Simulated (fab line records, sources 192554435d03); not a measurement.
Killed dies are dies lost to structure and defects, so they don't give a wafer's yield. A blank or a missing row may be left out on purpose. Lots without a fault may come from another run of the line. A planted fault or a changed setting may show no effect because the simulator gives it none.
Problem report in the 8D (eight disciplines) form, filled by code | flow n5_finfet | the parts of the form that need people (team, actions taken, sign-off) are left out

1. THE PROBLEM
barrier_field_endpoint_s at N5_BEOL_M12_CMP_49 reads a mean of 34.5 s on 1 wafer of 1 lot; wafers without a fault read 30.4 s with a standard deviation of 0.88. That is +4.7 standard deviations from the usual mean.
The step: polishes, stops on SiOC, t overpolish 20.6 s, target thk 320 nm.
First seen on wafer L515.1, day 17 08:54, on cmp-03. The record holds 32 wafers of 11 lots with a number at this step. Rule for "out", or "out of limits": more than 4 standard deviations from the usual mean. The other wafers with a number count as sound.

2. WHAT IT IS AND WHAT IT IS NOT
question                    | is                       | is not
which readings at this step | barrier_field_endpoint_s | motor_current_A, slurry_flow_ml_min
which lots                  | L515                     | L495, L496, L498, L499, L500, L505, L506, L507, L509, L517
which wafers of those lots  | L515.1                   | L515.5
read on which tools         | cmp-03                   | cmp-01, cmp-04
when                        | from day 17 08:54        | up to then (28 sound wafers); but 3 sound wafers of L517 came after

3. SUSPECTS, AND WHAT RULES EACH OUT
Counting: a tool at a process step up to the reading stays a suspect if it ran every lot that is out. Sound lots after the first of them don't rule it out here, since some wafers of a struck lot are sound.
- pvd_sputter-03 at N5_BEOL_M12_PRE_CLEAN_42 (time 30 s): kept. It ran the lot that is out, L515 (day 17 08:08); its last sound lot up to then is L509 (day 15 10:20).
- pvd_sputter-03 at N5_BEOL_M12_SPUTTER_43 (material TaN, target thk 15 nm, time 24.19 s): kept. It ran the lot that is out, L515 (day 17 08:11); its last sound lot up to then is L509 (day 15 10:22).
- cmp-03 at N5_BEOL_M12_CMP_49 (polishes, stops on SiOC, t overpolish 20.6 s, target thk 320 nm): kept. It ran the lot that is out, L515 (day 17 08:54); its last sound lot up to then is L507 (day 14 15:26). Its own readings are out on those wafers: barrier_field_endpoint_s.
- Within cmp-03 at N5_BEOL_M12_CMP_49: the wafers that are out ran in chamber 0; their sound lot-mates ran in chamber 1.
Left after counting: pvd_sputter-03 at N5_BEOL_M12_PRE_CLEAN_42, pvd_sputter-03 at N5_BEOL_M12_SPUTTER_43, cmp-03 at N5_BEOL_M12_CMP_49.

4. THE CAUSE (what the simulator had put in)
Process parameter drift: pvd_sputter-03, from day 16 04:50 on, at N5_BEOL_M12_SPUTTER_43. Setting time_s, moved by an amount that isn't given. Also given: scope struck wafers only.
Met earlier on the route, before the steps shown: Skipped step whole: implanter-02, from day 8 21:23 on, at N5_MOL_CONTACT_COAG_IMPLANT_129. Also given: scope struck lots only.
Counting left 3 suspects, and this tool is among them.

5. THE CHAIN OF EFFECTS, in route order
Each row: a reading whose mean over the struck wafers that have a number lies more than 3 standard deviations from the usual. Only readings for which the record gives a usual standard deviation are gone through. hours: the time from each lot's start at the first step in this table that gives one to its start at this step, as a median over the lots. sigmas: the change in usual standard deviations.
hours | step               | reading                  | usual  | on struck wafers | change | sigmas
0     | N5_BEOL_M12_CMP_49 | barrier_field_endpoint_s | 30.4 s | 34.5             | +4.1   | +4.7
The process steps in it:
- N5_BEOL_M12_CMP_49: polishes, stops on SiOC, t overpolish 20.6 s, target thk 320 nm.
Later measuring or inspecting steps at which every struck wafer that the step has a row for has a number for every such reading, and none has moved that far: N5_BEOL_M12_RS_MEAS_54.

6. WHAT WOULD HAVE CAUGHT IT SOONER
In this record the first reading out of limits was taken at day 17 08:54, 28 hours after the fault began at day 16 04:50.
Of the tool readings at N5_BEOL_M12_SPUTTER_43 for which the record gives a usual standard deviation, none was out on any struck wafer, so an alarm limit of 4 standard deviations on them would not have fired.
All the lots that are out (1) had begun N5_BEOL_M12_SPUTTER_43 on pvd_sputter-03 by day 17 08:54. A hold on the tool at that time would have spared none of them.
